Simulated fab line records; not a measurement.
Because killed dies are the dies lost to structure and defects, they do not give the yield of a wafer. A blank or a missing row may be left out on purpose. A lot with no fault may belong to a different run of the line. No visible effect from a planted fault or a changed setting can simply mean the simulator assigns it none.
Commonality check across tools -- flow nand_harc -- 3 lots, 9 wafers sampled

## WHY THIS WAS OPENED
Flagged at NHARC_END_SORT_01: reading killed_at_periphery, on 3 of 3 lots. No-fault wafers: 4.0, standard deviation 2.6.
Rule: a lot gets a flag if all its wafers with a number sit over 4 standard deviations from that mean, or if no wafer of it has a number. The rest of the lots are taken to be sound.

lot,measured,on,"killed_at_periphery, wafer by wafer",flag
L814,day 26 18:14,prober-02,259 264 245,FLAGGED
L816,day 27 12:02,prober-02,236 249 251,FLAGGED
L815,day 27 12:47,prober-01,257 250 257,FLAGGED
On average the flagged lots' numbers are 252.0, which is +248.0 against the usual, or +95 standard deviations.

## LOT BY LOT: THE TOOL USED
Before the reading, the record contains 3 process steps out of a 1302-step route. In each cell: the tool, then ch and the chambers that the sampled wafers went through, then the start.
lot,flag,NHARC_P_GATE_STRIP_76,NHARC_P_CONTACT_DEP_30,NHARC_P_CONTACT_DEP_00
L814,FLAGGED,"plasma_asher-02 ch 0,1, day 8 10:19","pecvd-04 ch 0,1,2, day 8 14:22","pecvd-04 ch 0,1,2, day 8 14:36"
L816,FLAGGED,"plasma_asher-02 ch 0,1, day 9 08:02","pecvd-01 ch 0,1, day 9 12:03","pecvd-01 ch 0,1, day 9 12:18"
L815,FLAGGED,"plasma_asher-01 ch 0,1, day 8 22:46","pecvd-01 ch 0,2, day 9 02:53","pecvd-01 ch 0,2, day 9 03:08"
What the steps here do:
- NHARC_P_GATE_STRIP_76: strips in O2.
- NHARC_P_CONTACT_DEP_30: deposits SiNx, target thk 30 nm.
- NHARC_P_CONTACT_DEP_00: deposits SiO2, target thk 500 nm.
- NHARC_END_SORT_01

## FLAGGED AGAINST TOTAL, ONE TOOL AT A TIME (gauges that did the reading follow at the end)
step,tool,lots run,flagged,share of the flagged lots,sound lots run after its first flagged lot
NHARC_P_GATE_STRIP_76,plasma_asher-01,1,1,some,0
NHARC_P_GATE_STRIP_76,plasma_asher-02,2,2,some,0
NHARC_P_CONTACT_DEP_30,pecvd-01,2,2,some,0
NHARC_P_CONTACT_DEP_30,pecvd-04,1,1,some,0
NHARC_P_CONTACT_DEP_00,pecvd-01,2,2,some,0
NHARC_P_CONTACT_DEP_00,pecvd-04,1,1,some,0
NHARC_END_SORT_01,prober-01,1,1,some,0
NHARC_END_SORT_01,prober-02,2,2,some,0

## WHAT THE TABLE PERMITS
No row of the table ran every flagged lot.

## WHAT THE SIMULATOR HAD INSERTED
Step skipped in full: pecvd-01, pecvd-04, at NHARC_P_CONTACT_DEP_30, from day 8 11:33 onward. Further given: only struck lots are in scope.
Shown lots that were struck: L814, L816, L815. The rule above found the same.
